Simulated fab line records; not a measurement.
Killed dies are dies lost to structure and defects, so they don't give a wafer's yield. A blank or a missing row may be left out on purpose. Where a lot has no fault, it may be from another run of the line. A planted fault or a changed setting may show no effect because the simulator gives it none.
Chamber matching || flow n5Finfet || N5_MOL_CONTACT_COAG_ETCH_106 on rieDiel-05: 4 sister chambers
The step etches SOC in N2/H2, target depth 80 nm, overetch 16 nm, time 120 s. 14 wafers are shown with their chamber, then 7 later ones without.

## WAFERS, EACH WITH ITS CHAMBER
{"wafer": "L074.4", "chamber": 1, "showerheadPlenumPTorr (Torr)": 2.66, "drypumpMotorCurrentA (A)": 5.5, "oesProductAu (a.u.)": 0.65}
{"wafer": "L074.5", "chamber": 1, "showerheadPlenumPTorr (Torr)": 2.66, "drypumpMotorCurrentA (A)": 5.5, "oesProductAu (a.u.)": 0.65}
{"wafer": "L074.6", "chamber": 0, "showerheadPlenumPTorr (Torr)": 2.71, "drypumpMotorCurrentA (A)": 5.6, "oesProductAu (a.u.)": 0.82}
{"wafer": "L077.1", "chamber": 3, "showerheadPlenumPTorr (Torr)": 2.47, "drypumpMotorCurrentA (A)": 5.8, "oesProductAu (a.u.)": 0.79}
{"wafer": "L077.2", "chamber": 1, "showerheadPlenumPTorr (Torr)": 2.65, "drypumpMotorCurrentA (A)": 5.5, "oesProductAu (a.u.)": 0.65}
{"wafer": "L077.5", "chamber": 0, "showerheadPlenumPTorr (Torr)": 2.70, "drypumpMotorCurrentA (A)": 5.6, "oesProductAu (a.u.)": 0.81}
{"wafer": "L081.3", "chamber": 1, "showerheadPlenumPTorr (Torr)": 2.65, "drypumpMotorCurrentA (A)": 5.5, "oesProductAu (a.u.)": 0.64}
{"wafer": "L081.4", "chamber": 3, "showerheadPlenumPTorr (Torr)": 2.47, "drypumpMotorCurrentA (A)": 5.9, "oesProductAu (a.u.)": 0.77}
{"wafer": "L081.5", "chamber": 3, "showerheadPlenumPTorr (Torr)": 2.47, "drypumpMotorCurrentA (A)": 5.8, "oesProductAu (a.u.)": 0.77}
{"wafer": "L082.2", "chamber": 1, "showerheadPlenumPTorr (Torr)": 2.65, "drypumpMotorCurrentA (A)": 5.5, "oesProductAu (a.u.)": 0.64}
{"wafer": "L082.3", "chamber": 2, "showerheadPlenumPTorr (Torr)": 2.58, "drypumpMotorCurrentA (A)": 5.5, "oesProductAu (a.u.)": 0.78}
{"wafer": "L082.6", "chamber": 2, "showerheadPlenumPTorr (Torr)": 2.58, "drypumpMotorCurrentA (A)": 5.5, "oesProductAu (a.u.)": 0.78}
{"wafer": "L090.3", "chamber": 1, "showerheadPlenumPTorr (Torr)": 2.64, "drypumpMotorCurrentA (A)": 5.5, "oesProductAu (a.u.)": 0.63}
{"wafer": "L090.4", "chamber": 3, "showerheadPlenumPTorr (Torr)": 2.46, "drypumpMotorCurrentA (A)": 5.8, "oesProductAu (a.u.)": 0.75}

SIGNATURES, as means of the wafers listed above
{"reading": "showerheadPlenumPTorr", "chamber 0": 2.7050, "chamber 1": 2.6517, "chamber 2": 2.5800, "chamber 3": 2.4675, "scatter within a chamber": 0.00639}
{"reading": "drypumpMotorCurrentA", "chamber 0": 5.600, "chamber 1": 5.500, "chamber 2": 5.500, "chamber 3": 5.825, "scatter within a chamber": 0.0274}
{"reading": "oesProductAu", "chamber 0": 0.8150, "chamber 1": 0.6433, "chamber 2": 0.7800, "chamber 3": 0.7700, "scatter within a chamber": 0.0109}
Rule: a wafer's distance from a chamber is the root of the sum, over the readings, of the square of ((its reading less the chamber's mean) divided by the reading's scatter). If the next closest chamber is less than 2 further off than the closest, the wafer can't be placed; otherwise it belongs to the closest. The scatter: the root of (the sum of the squares of (reading less its chamber's mean) over the shown wafers, divided by (wafers less chambers)).

## WAFERS WITH NO CHAMBER GIVEN
{"wafer": "L090.6", "showerheadPlenumPTorr (Torr)": 2.69, "drypumpMotorCurrentA (A)": 5.6, "oesProductAu (a.u.)": 0.76}
{"wafer": "L097.2", "showerheadPlenumPTorr (Torr)": 2.64, "drypumpMotorCurrentA (A)": 5.5, "oesProductAu (a.u.)": 0.63}
{"wafer": "L097.3", "showerheadPlenumPTorr (Torr)": 2.57, "drypumpMotorCurrentA (A)": 5.5, "oesProductAu (a.u.)": 0.73}
{"wafer": "L097.6", "showerheadPlenumPTorr (Torr)": 2.64, "drypumpMotorCurrentA (A)": 5.5, "oesProductAu (a.u.)": 0.62}
{"wafer": "L096.3", "showerheadPlenumPTorr (Torr)": 2.64, "drypumpMotorCurrentA (A)": 5.5, "oesProductAu (a.u.)": 0.62}
{"wafer": "L096.4", "showerheadPlenumPTorr (Torr)": 2.69, "drypumpMotorCurrentA (A)": 5.6, "oesProductAu (a.u.)": 0.75}
{"wafer": "L096.6", "showerheadPlenumPTorr (Torr)": 2.46, "drypumpMotorCurrentA (A)": 5.8, "oesProductAu (a.u.)": 0.73}

## CHAMBER TAKEN BY EACH
{"wafer": "L090.6", "from the rows above": 0, "in truth": 0}
{"wafer": "L097.2", "from the rows above": 1, "in truth": 1}
{"wafer": "L097.3", "from the rows above": 2, "in truth": 2}
{"wafer": "L097.6", "from the rows above": 1, "in truth": 1}
{"wafer": "L096.3", "from the rows above": 1, "in truth": 1}
{"wafer": "L096.4", "from the rows above": 0, "in truth": 0}
{"wafer": "L096.6", "from the rows above": 3, "in truth": 3}
Correctly placed: 7 of 7. Number that these rows cannot place: 0. Placed wrongly: 0.
